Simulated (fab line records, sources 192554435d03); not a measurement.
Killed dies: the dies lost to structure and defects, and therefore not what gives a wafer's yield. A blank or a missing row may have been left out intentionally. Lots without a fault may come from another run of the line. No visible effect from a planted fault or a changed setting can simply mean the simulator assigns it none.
Chamber matching || flow n5Finfet || N5_BEOL_M11_VIA_ETCH_34 on rieDiel-04: 4 sister chambers
The step etches SiCOH lowk in C4F6/O2, target depth 184.5 nm, time 69.2 s. 4 wafers are shown with their chamber, then 9 later ones without.

## WAFERS PAIRED WITH THEIR CHAMBERS
{"wafer": "L087.5", "chamber": 2, "drypumpMotorCurrentA (A)": 5.7}
{"wafer": "L089.2", "chamber": 3, "drypumpMotorCurrentA (A)": 6.6}
{"wafer": "L089.5", "chamber": 0, "drypumpMotorCurrentA (A)": 6.1}
{"wafer": "L089.6", "chamber": 1, "drypumpMotorCurrentA (A)": 5.0}

## WAFERS MISSING THEIR CHAMBER
{"wafer": "L091.2", "drypumpMotorCurrentA (A)": 5.7}
{"wafer": "L091.5", "drypumpMotorCurrentA (A)": 5.8}
{"wafer": "L091.6", "drypumpMotorCurrentA (A)": 5.0}
{"wafer": "L090.2", "drypumpMotorCurrentA (A)": 5.7}
{"wafer": "L090.3", "drypumpMotorCurrentA (A)": 6.7}
{"wafer": "L090.5", "drypumpMotorCurrentA (A)": 6.7}
{"wafer": "L094.2", "drypumpMotorCurrentA (A)": 5.0}
{"wafer": "L094.3", "drypumpMotorCurrentA (A)": 5.7}
{"wafer": "L094.5", "drypumpMotorCurrentA (A)": 5.7}

## WHICH CHAMBER EACH ONE RAN IN
{"wafer": "L091.2", "from the rows above": 2, "in truth": 2}
{"wafer": "L091.5", "from the rows above": 2, "in truth": 2}
{"wafer": "L091.6", "from the rows above": 1, "in truth": 1}
{"wafer": "L090.2", "from the rows above": 2, "in truth": 2}
{"wafer": "L090.3", "from the rows above": 3, "in truth": 3}
{"wafer": "L090.5", "from the rows above": 3, "in truth": 3}
{"wafer": "L094.2", "from the rows above": 1, "in truth": 1}
{"wafer": "L094.3", "from the rows above": 2, "in truth": 2}
{"wafer": "L094.5", "from the rows above": 2, "in truth": 2}
Placed correctly: 9 of 9. From these rows, 0 cannot be placed. Wrongly placed: 0.
How it was worked out, from the rows above alone: a wafer's distance from a chamber is the root of the sum, over the readings, of the square of ((its reading less the chamber's mean) divided by the reading's scatter). The wafer belongs to the nearest chamber; if the next one is less than 2 further off, it can't be placed. The mean given for a chamber averages the wafers shown for that chamber. The scatter: with one shown wafer a chamber, the root of the mean of the squares of how far each hidden wafer lies from its nearest shown one.
